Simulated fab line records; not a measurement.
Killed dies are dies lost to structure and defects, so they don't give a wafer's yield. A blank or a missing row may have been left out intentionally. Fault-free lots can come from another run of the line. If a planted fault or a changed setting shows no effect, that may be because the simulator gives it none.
fab line records -- flow n5-finfet
record lots=15, wafers=45, last-day=19
route steps=1938 shown BEOL_M9@1463 BEOL_M10@1484
lots with no fault: from the same line, run without faults
start-h: the number of hours between the record's first day and the start of the first shown wafer of the lot -- wait-h: hours from the lot's prior step to this one -- " same as the row above -- L1.1+2: one row covering several wafers at once -- - either no value or no given start -- * or withheld: withheld -- < > ~ a bound
route shown NAME@n: NAME is a module with steps in the file, n the number in the route of the first one -- usual: the fault-free wafers' mean and standard deviation -- same: alike in all rows -- chamber/n: place in a boat -- sites: the reading at each site -- _std_site: the values' standard deviation -- _edge_site: the outer-site mean with the inner-site mean subtracted -- radius-mm: how far each site lies from the wafer's centre -- mask NAME#n: copy n -- behind: tool/chamber where the wafer was last shaped -- hold: what put the lot on hold/how long, in hours/how the hold closed -- device: whichever transistor did not switch (one of n, p or np) -- end of line: tests run on the same wafers once the route is complete -- step lacking rows: just its recipe -- killed: count of dies lost to structure and defects at first sort (not the wafer's yield) -- map: the dies of a wafer, with x for killed, . for not killed, _ for no die there
set.NAME: the run value of the setting; set.NAME@STEP: its run value at that earlier step -- model.NAME: the simulator's own value behind a step, which no gauge read
route steps across a sampled set of lots; one table per step, one row per wafer
services: when a tool's chamber went out of use (start-h, in hours from the record's first day, below 0 if earlier), for how many hours, and the reason
## steps
# step N5_BEOL_M9_ANNEAL_51
# recipe temp-c=225, time-s=90, ambient=N2
# usual anneal-temp-c=225.02/0.17, anneal-temp-c-max=226.04/0.23, wafer_temp_C_max=226.1/0.32
lot.wafer,tool,chamber,start-h,wait-h,anneal-temp-c,anneal-temp-c-max,wafer_temp_C_max
L643.1,rtp-anneal-02,0,239.10,0.1,225.07,226.17,225.8
L643.2,rtp-anneal-02,0,239.10,0.1,225.06,225.94,225.8
L643.6,rtp-anneal-02,0,239.10,0.1,224.89,225.99,225.7
L646.2,rtp-anneal-01,0,287.74,0.1,225.06,226.26,226.0
L646.3,rtp-anneal-01,0,287.74,0.1,225.03,225.88,226.0
L646.6,rtp-anneal-01,0,287.74,0.1,224.98,226.26,226.5
L645.4,rtp-anneal-01,0,290.92,0.2,224.84,226.16,226.0
L645.5,rtp-anneal-01,0,290.92,0.2,224.80,225.66,226.6
L645.6,rtp-anneal-01,0,290.92,0.2,224.97,225.99,226.2
L647.1,rtp-anneal-01,0,310.75,0.1,225.15,226.26,226.2
L647.4,rtp-anneal-01,0,310.75,0.1,225.23,226.03,226.6
L647.6,rtp-anneal-01,0,310.75,0.1,225.30,226.73,226.0
L649.1,rtp-anneal-01,0,321.22,0.1,224.91,225.89,226.0
L649.2,rtp-anneal-01,0,321.22,0.1,225.04,225.85,226.0
L649.6,rtp-anneal-01,0,321.22,0.1,225.02,226.18,226.1
L650.1,rtp-anneal-01,0,326.20,0.3,225.14,225.99,226.2
L650.3,rtp-anneal-01,0,326.20,0.3,225.09,226.32,226.5
L650.4,rtp-anneal-01,0,326.20,0.3,224.79,226.39,225.8
L644.3,rtp-anneal-02,0,359.01,0.1,225.01,225.94,226.0
L644.4,rtp-anneal-02,0,359.01,0.1,224.87,226.05,225.9
L644.6,rtp-anneal-02,0,359.01,0.1,225.32,226.15,225.7
L658.2,rtp-anneal-01,0,366.36,0.1,224.93,226.04,225.7
L658.4,rtp-anneal-01,0,366.36,0.1,224.83,225.99,226.6
L658.6,rtp-anneal-01,0,366.36,0.1,224.95,226.12,226.5
L659.2,rtp-anneal-01,0,381.76,0.5,224.87,226.05,226.0
L659.5,rtp-anneal-01,0,381.76,0.5,225.08,226.08,226.3
L659.6,rtp-anneal-01,0,381.76,0.5,224.70,225.75,225.9
L656.2,rtp-anneal-01,0,385.21,0.4,225.04,226.00,226.3
L656.3,rtp-anneal-01,0,385.21,0.4,225.04,226.05,226.7
L656.6,rtp-anneal-01,0,385.21,0.4,225.04,226.01,226.8
L662.1,rtp-anneal-02,0,389.98,0.5,224.91,225.82,225.9
L662.3,rtp-anneal-02,0,389.98,0.5,224.97,226.01,226.3
L662.4,rtp-anneal-02,0,389.98,0.5,224.91,226.10,225.9
L661.2,rtp-anneal-01,0,390.13,0.5,225.18,226.01,226.2
L661.4,rtp-anneal-01,0,390.13,0.5,224.77,225.62,226.4
L661.6,rtp-anneal-01,0,390.13,0.5,225.13,226.10,226.0
L663.2,rtp-anneal-01,0,393.09,0.1,224.99,225.99,225.9
L663.5,rtp-anneal-01,0,393.09,0.1,224.65,225.73,226.1
L663.6,rtp-anneal-01,0,393.09,0.1,224.81,225.80,226.3
L664.2,rtp-anneal-02,0,395.29,0.3,224.76,225.53,226.1
L664.5,rtp-anneal-02,0,395.29,0.3,224.83,225.66,226.0
L664.6,rtp-anneal-02,0,395.29,0.3,224.92,225.87,226.4
L665.1,rtp-anneal-02,0,401.61,0.1,225.25,226.23,226.0
L665.5,rtp-anneal-02,0,401.61,0.1,225.26,226.41,226.3
L665.6,rtp-anneal-02,0,401.61,0.1,225.21,226.25,226.0
# step N5_BEOL_M10_OVL_MEAS_12
# recipe points-per-wafer=44
# usual M10_OVL=0.4/0.88
lot.wafer,tool,chamber,start-h,wait-h,M10_OVL[nm]
L643.1,overlay-01,0,243.77,0.0,-0.5
L643.2,overlay-01,0,243.77,0.0,1.2
L643.6,overlay-01,0,243.77,0.0,0.6
L646.2,overlay-01,0,291.60,0.0,0.4
L646.3,overlay-01,0,291.60,0.0,0.7
L646.6,overlay-01,0,291.60,0.0,0.2
L645.4,overlay-01,0,296.02,0.0,-0.5
L645.5,overlay-01,0,296.02,0.0,1.8
L645.6,overlay-01,0,296.02,0.0,0.7
L647.1,overlay-01,0,315.74,0.0,2.3
L647.4,overlay-01,0,315.74,0.0,1.4
L647.6,overlay-01,0,315.74,0.0,0.3
L649.1,overlay-01,0,323.27,0.0,0.9
L649.2,overlay-01,0,323.27,0.0,-0.9
L649.6,overlay-01,0,323.27,0.0,1.3
L650.1,overlay-02,0,330.14,0.0,0.3
L650.3,overlay-02,0,330.14,0.0,-0.6
L650.4,overlay-02,0,330.14,0.0,0.7
L644.3,overlay-01,0,361.71,0.0,0.2
L644.4,overlay-01,0,361.71,0.0,0.2
L644.6,overlay-01,0,361.71,0.0,-0.1
L658.2,overlay-01,0,369.89,0.0,0.8
L658.4,overlay-01,0,369.89,0.0,1.8
L658.6,overlay-01,0,369.89,0.0,0.2
L659.2,overlay-02,0,384.55,0.0,0.4
L659.5,overlay-02,0,384.55,0.0,2.2
L659.6,overlay-02,0,384.55,0.0,1.0
L656.2,overlay-02,0,388.50,0.0,-0.4
L656.3,overlay-02,0,388.50,0.0,0.3
L656.6,overlay-02,0,388.50,0.0,-0.4
L662.1,overlay-02,0,393.68,0.0,-0.3
L662.3,overlay-02,0,393.68,0.0,0.2
L662.4,overlay-02,0,393.68,0.0,-1.5
L661.2,overlay-01,0,394.04,0.0,0.6
L661.4,overlay-01,0,394.04,0.0,0.1
L661.6,overlay-01,0,394.04,0.0,0.9
L663.2,overlay-02,0,395.43,0.0,0.3
L663.5,overlay-02,0,395.43,0.0,0.2
L663.6,overlay-02,0,395.43,0.0,-0.9
L664.2,overlay-02,0,400.70,0.0,-0.6
L664.5,overlay-02,0,400.70,0.0,0.1
L664.6,overlay-02,0,400.70,0.0,0.1
L665.1,overlay-02,0,404.58,0.0,0.2
L665.5,overlay-02,0,404.58,0.0,0.0
L665.6,overlay-02,0,404.58,0.0,-1.1
# step N5_BEOL_M10_ETCH_61
# recipe chemistry=CF4, target=SiARC, target-depth-a=390, mask-material=CAR-ArF, time-s=65, ion-energy-ev=80, pressure-mtorr=40, source-w=545, bias-w=36, Ar_flow_sccm=100, cf4-flow-sccm=100, ends=cleared
# usual bias-w=36.01/0.1, cf4-flow-sccm=100.0/0.31, drypump-motor-current-A=5.8/0.51, etch-rf-on-time-s=65.0/1.5, mfc-ar-sccm=100.01/0.27, oes-product-au=0.68/0.069, rf-fwd-power-W=537.4/2.6, rf-vpp-V=183.5/1.3, showerhead-plenum-p-Torr=2.10/0.081, throttle-valve-pct=15.60/0.18
lot.wafer,tool,chamber,start-h,wait-h,bias-w,cf4-flow-sccm,drypump-motor-current-A,etch-rf-on-time-s,mfc-ar-sccm,oes-product-au,rf-fwd-power-W,rf-hours-counter-h,rf-vpp-V,showerhead-plenum-p-Torr,throttle-valve-pct
L643.1,rie-diel-03,1,243.87,0.0,36.08,99.9,6.5,65.6,100.17,0.71,541.4,63,183.5,2.17,15.41
L643.2,rie-diel-03,0,243.87,0.0,36.00,100.3,6.0,65.6,99.94,0.69,537.0,92,183.2,2.08,15.69
L643.6,rie-diel-03,0,243.87,0.0,35.96,100.2,6.0,65.7,99.62,0.69,537.3,-,182.5,2.08,15.68
L646.2,rie-diel-03,2,291.71,0.0,36.00,100.0,6.7,63.4,100.72,0.69,538.9,91,183.9,2.17,15.80
L646.3,rie-diel-03,1,291.71,0.0,35.95,100.4,6.5,65.6,99.86,0.70,537.4,74,184.9,2.16,15.41
L646.6,rie-diel-03,1,291.71,0.0,35.98,99.7,6.5,64.9,100.35,0.70,537.7,-,184.1,2.17,15.42
L645.4,rie-diel-01,0,296.11,0.0,35.99,100.2,6.2,67.3,99.63,0.62,536.1,180,182.6,2.05,15.80
L645.5,rie-diel-01,1,296.11,0.0,35.98,99.9,6.4,63.3,100.19,0.68,535.5,-,183.7,2.09,15.32
L645.6,rie-diel-01,0,296.11,0.0,36.00,100.2,6.3,67.7,99.94,0.63,535.1,-,181.7,2.05,15.79
L647.1,rie-diel-01,2,315.83,0.0,35.91,99.9,5.4,67.1,99.93,0.58,532.6,244,184.6,2.19,15.83
L647.4,rie-diel-01,0,315.83,0.0,35.90,99.9,6.2,67.3,99.88,0.62,533.5,185,183.8,2.05,15.80
L647.6,rie-diel-01,3,315.83,0.0,35.85,100.1,5.2,65.1,100.14,0.62,540.6,-,180.0,1.95,15.53
L649.1,rie-diel-05,0,323.37,0.0,36.14,99.4,5.4,64.5,100.30,0.68,540.8,92,185.2,2.18,15.63
L649.2,rie-diel-05,3,323.37,0.0,35.95,100.1,5.6,64.5,99.79,0.74,540.7,44,183.6,2.10,15.30
L649.6,rie-diel-05,0,323.37,0.0,36.08,99.5,5.4,64.9,100.20,0.69,539.3,-,183.2,2.18,15.61
L650.1,rie-diel-05,0,330.94,0.0,36.19,99.2,5.4,65.6,99.74,0.68,539.3,95,184.1,2.18,15.63
L650.3,rie-diel-05,1,330.94,0.0,35.92,100.6,6.2,65.3,100.02,0.74,534.8,58,182.4,2.09,15.50
L650.4,rie-diel-05,3,330.94,0.0,35.88,99.7,5.6,64.5,100.09,0.73,537.8,47,184.0,2.10,15.30
L644.3,rie-diel-03,3,361.80,0.0,35.95,99.8,5.6,65.1,100.32,0.77,534.7,27,183.5,2.19,15.74
L644.4,rie-diel-03,1,361.80,0.0,35.95,100.2,6.4,64.8,99.92,0.69,540.9,91,186.2,2.16,15.45
L644.6,rie-diel-03,3,361.80,0.0,36.14,99.8,5.6,64.9,100.24,0.78,534.9,-,183.8,2.19,15.75
L658.2,rie-diel-03,3,369.99,0.0,-,-,-,-,-,-,-,-,-,-,-
L658.4,rie-diel-03,2,369.99,0.0,-,-,-,-,-,-,-,-,-,-,-
L658.6,rie-diel-03,2,369.99,0.0,-,-,-,-,-,-,-,-,-,-,-
L659.2,rie-diel-05,3,384.64,0.0,-,-,-,-,-,-,-,-,-,-,-
L659.5,rie-diel-05,0,384.64,0.0,-,-,-,-,-,-,-,-,-,-,-
L659.6,rie-diel-05,3,384.64,0.0,-,-,-,-,-,-,-,-,-,-,-
L656.2,rie-diel-01,2,389.21,0.0,-,-,-,-,-,-,-,-,-,-,-
L656.3,rie-diel-01,1,389.21,0.0,-,-,-,-,-,-,-,-,-,-,-
L656.6,rie-diel-01,3,389.21,0.0,-,-,-,-,-,-,-,-,-,-,-
L662.1,rie-diel-05,3,393.77,0.0,36.11,99.9,5.6,64.8,99.56,0.71,541.3,72,182.7,2.09,15.34
L662.3,rie-diel-05,2,393.77,0.0,36.11,99.9,5.6,61.6,100.05,0.85,536.0,1,185.6,2.20,15.44
L662.4,rie-diel-05,0,393.77,0.0,35.95,100.4,5.4,65.4,99.96,0.66,538.5,119,185.6,2.17,15.66
L661.2,rie-diel-01,3,394.14,0.0,36.04,99.6,5.1,65.9,100.05,0.60,541.2,237,181.7,1.94,15.60
L661.4,rie-diel-01,1,394.14,0.0,35.86,99.8,6.5,63.7,100.24,0.66,536.4,117,183.1,2.08,15.38
L661.6,rie-diel-01,2,394.14,0.0,35.98,100.5,5.4,64.3,99.76,0.79,537.5,-,185.5,2.18,15.41
L663.2,rie-diel-03,2,395.52,0.0,36.19,99.7,6.7,63.4,99.75,0.67,539.2,121,183.3,2.16,15.85
L663.5,rie-diel-03,3,395.52,0.0,36.13,99.6,5.6,65.0,100.12,0.74,539.2,-,184.4,2.18,15.75
L663.6,rie-diel-03,2,395.52,0.0,36.09,100.1,6.7,63.5,100.06,0.67,539.3,-,182.3,2.16,15.84
L664.2,rie-diel-05,1,401.25,0.0,36.01,99.8,6.2,65.7,99.65,0.70,533.8,85,183.7,2.08,15.54
L664.5,rie-diel-05,2,401.25,0.0,35.89,99.8,5.6,61.5,100.06,0.82,536.7,-,184.9,2.20,15.43
L664.6,rie-diel-05,0,401.25,0.0,36.08,100.4,5.4,64.7,99.86,0.67,538.5,-,183.9,2.17,15.67
L665.1,rie-diel-01,0,405.10,0.0,35.89,100.4,6.2,67.4,100.08,0.60,535.7,224,182.8,2.03,15.87
L665.5,rie-diel-01,2,405.10,0.0,36.11,99.9,5.4,63.2,100.10,0.79,536.6,-,185.5,2.18,15.43
L665.6,rie-diel-01,3,405.10,0.0,35.97,99.8,5.1,65.1,99.92,0.60,542.5,-,182.4,1.94,15.60
# step N5_BEOL_M10_ETCH_62
# recipe chemistry=N2/H2, target=SOC, target-depth-a=1100, overetch-a=220, mask-material=SiARC, temp-c=40, time-s=165, ion-energy-ev=200, pressure-mtorr=30, source-w=840, bias-w=150, n2-flow-sccm=200, h2-flow-sccm=200
# usual bias-w=150.0/0.47, chamber-pressure-mTorr=30.002/0.027, drypump-motor-current-A=5.8/0.51, oes-product-au=0.68/0.064, rf-fwd-power-W=836.8/2.4, rf-vpp-V=522.4/2.8, showerhead-plenum-p-Torr=2.49/0.1, throttle-valve-pct=17.76/0.19
lot.wafer,tool,chamber,start-h,wait-h,bias-w,chamber-pressure-mTorr,drypump-motor-current-A,oes-product-au,rf-fwd-power-W,rf-hours-counter-h,rf-vpp-V,showerhead-plenum-p-Torr,throttle-valve-pct
L643.1,rie-diel-03,1,243.92,0.0,150.8,29.991,6.5,0.71,834.0,63,524.3,2.58,17.61
L643.2,rie-diel-03,0,243.92,0.0,149.7,29.966,6.0,0.68,836.1,92,520.1,2.47,18.04
L643.6,rie-diel-03,0,243.92,0.0,150.0,30.043,6.0,0.69,837.4,-,521.4,2.47,18.02
L646.2,rie-diel-03,2,291.76,0.0,150.3,29.970,6.7,0.68,835.8,92,522.7,2.57,17.92
L646.3,rie-diel-03,1,291.76,0.0,150.0,29.972,6.4,0.69,842.3,74,525.1,2.57,17.64
L646.6,rie-diel-03,1,291.76,0.0,150.1,30.006,6.5,0.70,841.4,-,524.7,2.57,17.62
L645.4,rie-diel-01,0,296.16,0.0,150.2,29.988,6.2,0.63,835.6,180,520.3,2.42,17.87
L645.5,rie-diel-01,1,296.16,0.0,149.6,29.984,6.5,0.67,838.9,-,522.6,2.48,17.63
L645.6,rie-diel-01,0,296.16,0.0,150.1,29.987,6.2,0.64,830.9,-,521.3,2.42,17.88
L647.1,rie-diel-01,2,315.88,0.0,150.1,30.018,5.4,0.58,838.5,244,526.6,2.61,18.00
L647.4,rie-diel-01,0,315.88,0.0,149.3,30.008,6.2,0.62,835.6,185,520.4,2.42,17.88
L647.6,rie-diel-01,3,315.88,0.0,150.4,30.024,5.1,0.62,837.4,-,517.1,2.30,17.56
L649.1,rie-diel-05,0,323.42,0.0,149.7,30.002,5.3,0.68,837.8,92,524.3,2.56,17.74
L649.2,rie-diel-05,3,323.42,0.0,150.0,30.004,5.6,0.73,837.4,44,521.8,2.47,17.39
L649.6,rie-diel-05,0,323.42,0.0,149.8,30.040,5.4,0.68,838.3,-,523.8,2.56,17.73
L650.1,rie-diel-05,0,330.99,0.0,149.4,29.963,5.4,0.68,836.7,95,524.3,2.56,17.74
L650.3,rie-diel-05,1,330.99,0.0,149.8,29.967,6.2,0.73,838.6,58,522.3,2.46,17.59
L650.4,rie-diel-05,3,330.99,0.0,150.5,29.956,5.5,0.72,836.4,47,520.2,2.47,17.39
L644.3,rie-diel-03,3,361.85,0.0,150.0,30.010,5.6,0.76,833.1,27,525.0,2.60,17.99
L644.4,rie-diel-03,1,361.85,0.0,149.8,29.974,6.5,0.68,837.5,91,523.7,2.57,17.66
L644.6,rie-diel-03,3,361.85,0.0,149.8,29.996,5.6,0.76,835.7,-,524.7,2.60,18.00
L658.2,rie-diel-03,3,370.04,0.0,149.7,30.013,5.6,0.33,835.9,30,526.7,2.60,17.94
L658.4,rie-diel-03,2,370.04,0.0,150.0,30.064,6.7,0.29,838.6,111,523.1,2.56,17.89
L658.6,rie-diel-03,2,370.04,0.0,149.9,29.966,6.7,0.30,836.4,-,524.9,2.56,17.89
L659.2,rie-diel-05,3,384.69,0.0,150.3,29.997,5.5,0.31,835.0,68,522.6,2.46,17.39
L659.5,rie-diel-05,0,384.69,0.0,149.9,29.960,5.3,0.29,833.6,-,524.6,2.55,17.70
L659.6,rie-diel-05,3,384.69,0.0,150.1,30.012,5.5,0.31,837.1,-,521.7,2.46,17.38
L656.2,rie-diel-01,2,389.26,0.0,150.6,30.019,5.4,0.34,833.6,21,525.5,2.60,17.63
L656.3,rie-diel-01,1,389.26,0.0,150.1,30.008,6.5,0.29,838.7,115,521.9,2.47,17.65
L656.6,rie-diel-01,3,389.26,0.0,149.3,29.986,5.2,0.26,840.4,-,517.0,2.29,17.56
L662.1,rie-diel-05,3,393.82,0.0,150.1,29.975,5.6,0.71,835.5,72,521.0,2.46,17.44
L662.3,rie-diel-05,2,393.82,0.0,151.0,30.066,5.6,0.81,834.2,1,525.6,2.61,17.65
L662.4,rie-diel-05,0,393.82,0.0,150.0,30.021,5.4,0.66,834.7,119,523.7,2.55,17.78
L661.2,rie-diel-01,3,394.19,0.0,148.9,29.983,5.1,0.60,840.6,237,516.8,2.29,17.62
L661.4,rie-diel-01,1,394.19,0.0,150.0,29.985,6.4,0.65,836.2,117,521.3,2.47,17.67
L661.6,rie-diel-01,2,394.19,0.0,150.5,29.980,5.4,0.78,837.0,-,525.7,2.59,17.69
L663.2,rie-diel-03,2,395.57,0.0,149.5,30.004,6.7,0.66,841.3,121,524.2,2.55,17.97
L663.5,rie-diel-03,3,395.57,0.0,151.0,30.067,5.6,0.74,837.1,-,524.9,2.59,18.01
L663.6,rie-diel-03,2,395.57,0.0,150.8,30.006,6.7,0.65,839.1,-,524.4,2.55,17.97
L664.2,rie-diel-05,1,401.30,0.0,149.6,30.001,6.1,0.70,834.2,85,521.5,2.45,17.65
L664.5,rie-diel-05,2,401.30,0.0,149.5,29.998,5.6,0.80,837.9,-,526.8,2.61,17.66
L664.6,rie-diel-05,0,401.30,0.0,150.1,30.020,5.4,0.66,833.3,-,524.8,2.55,17.78
L665.1,rie-diel-01,0,405.15,0.0,149.4,29.980,6.2,0.60,835.7,224,520.4,2.40,17.96
L665.5,rie-diel-01,2,405.15,0.0,150.2,30.000,5.5,0.77,839.4,-,525.1,2.59,17.71
L665.6,rie-diel-01,3,405.15,0.0,149.2,30.001,5.1,0.59,839.4,-,516.1,2.29,17.63
# step N5_BEOL_M10_STRIP_19
# recipe chemistry=O2, power-w=400, temp-c=40, pressure-mtorr=30, rf-frequency-hz=6e+07, bias-power-w=0, overash-fraction=0.2, o2-flow-sccm=225
# usual drypump-motor-current-A=5.9/0.52, oes-product-au=0.80/0.075, rf-vpp-V=3.7/0.61, showerhead-plenum-p-Torr=2.06/0.077, throttle-valve-pct=16.66/0.17
lot.wafer,tool,chamber,start-h,wait-h,drypump-motor-current-A,oes-product-au,rf-hours-counter-h,rf-vpp-V,showerhead-plenum-p-Torr,throttle-valve-pct
L643.1,rie-diel-01,2,244.21,0.1,5.4,0.70,222,3.9,2.15,16.80
L643.2,rie-diel-01,0,244.21,0.1,6.2,0.76,165,4.3,2.01,16.84
L643.6,rie-diel-01,0,244.21,0.1,6.2,0.76,-,3.5,2.01,16.84
L646.2,rie-diel-03,2,292.15,0.1,6.7,0.80,92,4.4,2.11,16.80
L646.3,rie-diel-03,1,292.15,0.1,6.5,0.82,74,3.6,2.12,16.48
L646.6,rie-diel-03,3,292.15,0.1,5.6,0.94,-,3.3,2.15,16.78
L645.4,rie-diel-01,1,296.50,0.1,6.5,0.80,86,4.1,2.04,16.39
L645.5,rie-diel-01,0,296.50,0.1,6.2,0.76,-,3.1,2.00,16.86
L645.6,rie-diel-01,3,296.50,0.1,5.1,0.73,-,3.3,1.91,16.59
L647.1,rie-diel-01,1,316.27,0.2,6.5,0.81,92,5.0,2.04,16.38
L647.4,rie-diel-01,3,316.27,0.2,5.2,0.72,204,3.4,1.91,16.61
L647.6,rie-diel-01,2,316.27,0.2,5.4,0.69,-,5.0,2.14,16.84
L649.1,rie-diel-05,0,323.71,0.1,5.4,0.81,92,4.6,2.10,16.48
L649.2,rie-diel-05,1,323.71,0.1,6.2,0.88,55,2.9,2.04,16.52
L649.6,rie-diel-05,0,323.71,0.1,5.4,0.80,-,3.3,2.09,16.50
L650.1,rie-diel-05,1,331.34,0.1,6.2,0.87,58,4.6,2.04,16.53
L650.3,rie-diel-05,0,331.34,0.1,5.4,0.79,96,4.7,2.09,16.49
L650.4,rie-diel-05,3,331.34,0.1,5.5,0.84,47,2.7,2.05,16.33
L644.3,rie-diel-03,0,362.15,0.1,6.0,0.78,121,3.6,2.01,16.67
L644.4,rie-diel-03,1,362.15,0.1,6.5,0.79,91,5.2,2.12,16.50
L644.6,rie-diel-03,2,362.15,0.1,6.7,0.78,-,4.0,2.11,16.85
L658.2,rie-diel-01,0,370.37,0.1,6.2,0.72,210,4.7,1.99,16.94
L658.4,rie-diel-01,1,370.37,0.1,6.5,0.78,107,2.7,2.03,16.43
L658.6,rie-diel-01,3,370.37,0.1,5.1,0.70,-,3.3,1.90,16.66
L659.2,rie-diel-05,0,385.23,0.3,5.4,0.78,116,3.8,2.09,16.53
L659.5,rie-diel-05,0,385.23,0.3,5.4,0.78,-,3.6,2.09,16.53
L659.6,rie-diel-05,3,385.23,0.3,5.6,0.82,-,3.9,2.04,16.38
L656.2,rie-diel-03,3,389.55,0.1,5.6,0.87,38,3.6,2.14,16.84
L656.3,rie-diel-03,2,389.55,0.1,6.7,0.77,119,3.5,2.10,16.87
L656.6,rie-diel-03,1,389.55,0.1,6.5,0.78,-,3.2,2.11,16.54
L662.1,rie-diel-03,1,394.12,0.1,6.5,0.79,103,5.5,2.11,16.52
L662.3,rie-diel-03,3,394.12,0.1,5.6,0.88,40,2.9,2.14,16.85
L662.4,rie-diel-03,0,394.12,0.1,6.0,0.77,132,3.4,2.00,16.70
L661.2,rie-diel-01,0,394.49,0.1,6.2,0.73,220,3.3,1.99,16.93
L661.4,rie-diel-01,1,394.49,0.1,6.5,0.77,117,2.9,2.03,16.44
L661.6,rie-diel-01,3,394.49,0.1,5.1,0.70,-,3.7,1.90,16.67
L663.2,rie-diel-03,1,395.87,0.1,6.5,0.78,103,4.3,2.11,16.54
L663.5,rie-diel-03,1,395.87,0.1,6.5,0.78,-,3.3,2.12,16.56
L663.6,rie-diel-03,2,395.87,0.1,6.7,0.76,-,3.4,2.10,16.87
L664.2,rie-diel-03,3,401.60,0.1,5.6,0.87,42,4.3,2.14,16.84
L664.5,rie-diel-03,2,401.60,0.1,6.7,0.77,-,3.5,2.10,16.86
L664.6,rie-diel-03,3,401.60,0.1,5.6,0.86,-,2.9,2.14,16.85
L665.1,rie-diel-03,0,405.45,0.1,6.0,0.77,136,3.9,2.00,16.70
L665.5,rie-diel-03,1,405.45,0.1,6.5,0.79,-,4.2,2.11,16.54
L665.6,rie-diel-03,2,405.45,0.1,6.7,0.76,-,4.1,2.10,16.85
# step N5_BEOL_M10_CD_MEAS_18
# recipe pitch-nm=140, target-cd-nm=70
# usual cd-nm=70.1/0.58
lot.wafer,tool,chamber,start-h,wait-h,cd-nm
L643.1,cd-sem-01,-,244.28,0.0,70.8
L643.2,cd-sem-01,-,244.28,0.0,69.6
L643.6,cd-sem-01,-,244.28,0.0,68.9
L646.2,cd-sem-02,-,292.22,0.1,70.1
L646.3,cd-sem-02,-,292.22,0.1,69.9
L646.6,cd-sem-02,-,292.22,0.1,70.2
L645.4,cd-sem-01,-,296.57,0.1,70.0
L645.5,cd-sem-01,-,296.57,0.1,71.5
L645.6,cd-sem-01,-,296.57,0.1,70.2
L647.1,cd-sem-02,-,316.34,0.0,69.9
L647.4,cd-sem-02,-,316.34,0.0,69.1
L647.6,cd-sem-02,-,316.34,0.0,69.9
L649.1,cd-sem-01,-,323.78,0.0,69.8
L649.2,cd-sem-01,-,323.78,0.0,71.1
L649.6,cd-sem-01,-,323.78,0.0,70.4
L650.1,cd-sem-01,-,331.41,0.0,70.2
L650.3,cd-sem-01,-,331.41,0.0,69.8
L650.4,cd-sem-01,-,331.41,0.0,70.3
L644.3,cd-sem-02,-,362.22,0.1,70.0
L644.4,cd-sem-02,-,362.22,0.1,69.7
L644.6,cd-sem-02,-,362.22,0.1,69.6
L658.2,cd-sem-01,-,370.44,0.1,-
L658.4,cd-sem-01,-,370.44,0.1,-
L658.6,cd-sem-01,-,370.44,0.1,-
L659.2,cd-sem-02,-,385.30,0.1,-
L659.5,cd-sem-02,-,385.30,0.1,-
L659.6,cd-sem-02,-,385.30,0.1,-
L656.2,cd-sem-03,-,389.63,0.1,-
L656.3,cd-sem-03,-,389.63,0.1,-
L656.6,cd-sem-03,-,389.63,0.1,-
L662.1,cd-sem-01,-,394.19,0.0,70.3
L662.3,cd-sem-01,-,394.19,0.0,70.1
L662.4,cd-sem-01,-,394.19,0.0,70.1
L661.2,cd-sem-01,-,394.56,0.1,69.5
L661.4,cd-sem-01,-,394.56,0.1,69.5
L661.6,cd-sem-01,-,394.56,0.1,70.1
L663.2,cd-sem-01,-,395.94,0.1,69.4
L663.5,cd-sem-01,-,395.94,0.1,69.5
L663.6,cd-sem-01,-,395.94,0.1,69.1
L664.2,cd-sem-02,-,401.67,0.1,69.5
L664.5,cd-sem-02,-,401.67,0.1,69.8
L664.6,cd-sem-02,-,401.67,0.1,70.3
L665.1,cd-sem-02,-,405.52,0.0,69.1
L665.5,cd-sem-02,-,405.52,0.0,70.0
L665.6,cd-sem-02,-,405.52,0.0,70.3
## services
tool,chamber,start-h,hours,kind
rie-diel-03,3,227.88,-,clean
rie-diel-03,3,227.88,-,consumable-replace:focus-ring
rie-diel-03,3,227.88,18.7,scheduled-down
rie-diel-03,3,227.88,18.7,vent-cycle
rie-diel-05,2,229.83,7.1,repair
rie-diel-03,-,322.81,14.6,pm
rie-diel-01,2,329.64,-,clean
rie-diel-01,2,329.64,-,consumable-replace:focus-ring
rie-diel-01,2,329.64,14.3,scheduled-down
rie-diel-01,2,329.64,14.3,vent-cycle
rtp-anneal-01,-,333.08,4.2,pm
rie-diel-01,1,341.15,22.0,repair
rie-diel-05,2,349.12,1.4,repair
rie-diel-05,2,372.64,-,clean
rie-diel-05,2,372.64,-,consumable-replace:focus-ring
rie-diel-05,2,372.64,15.4,scheduled-down
rie-diel-05,2,372.64,15.4,vent-cycle
rie-diel-05,3,395.52,5.8,repair
## key
first-sign step=N5_BEOL_M10_ETCH_61, reading=tool-record, direction=missing
effect step=N5_BEOL_M10_ETCH_62, reading=oes-product-au, direction=down, sigmas=5.8, usual=0.68, struck=0.30
effect step=N5_BEOL_M10_CD_MEAS_18, reading=cd-nm, direction=missing
met-at N5_BEOL_M10_ETCH_61
struck-lots L656,L658,L659
later-rows-left-out L656.2,L656.3,L656.6,L658.2,L658.4,L658.6,L659.2,L659.5,L659.6
sort-left-out L656.2,L656.3,L656.6,L658.2,L658.4,L658.6,L659.2,L659.5,L659.6
not-acting-at N5_BEOL_M9_ANNEAL_51,N5_BEOL_M10_OVL_MEAS_12,N5_BEOL_M10_STRIP_19
onset-between 361.80 369.99
fault kind=skipped-step-whole, tool=rie-diel-01,rie-diel-03,rie-diel-05, chamber=-, onset-h=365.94, steps=N5_BEOL_M10_ETCH_61, scope=struck-lots-only
# sort-left-out: the simulated sort isn't trusted on such a fault, so these wafers' sort isn't shown, and their yield isn't known
# later-rows-left-out: the simulator's readings of these wafers behind a module that went badly wrong aren't trusted and aren't shown, but for the sort
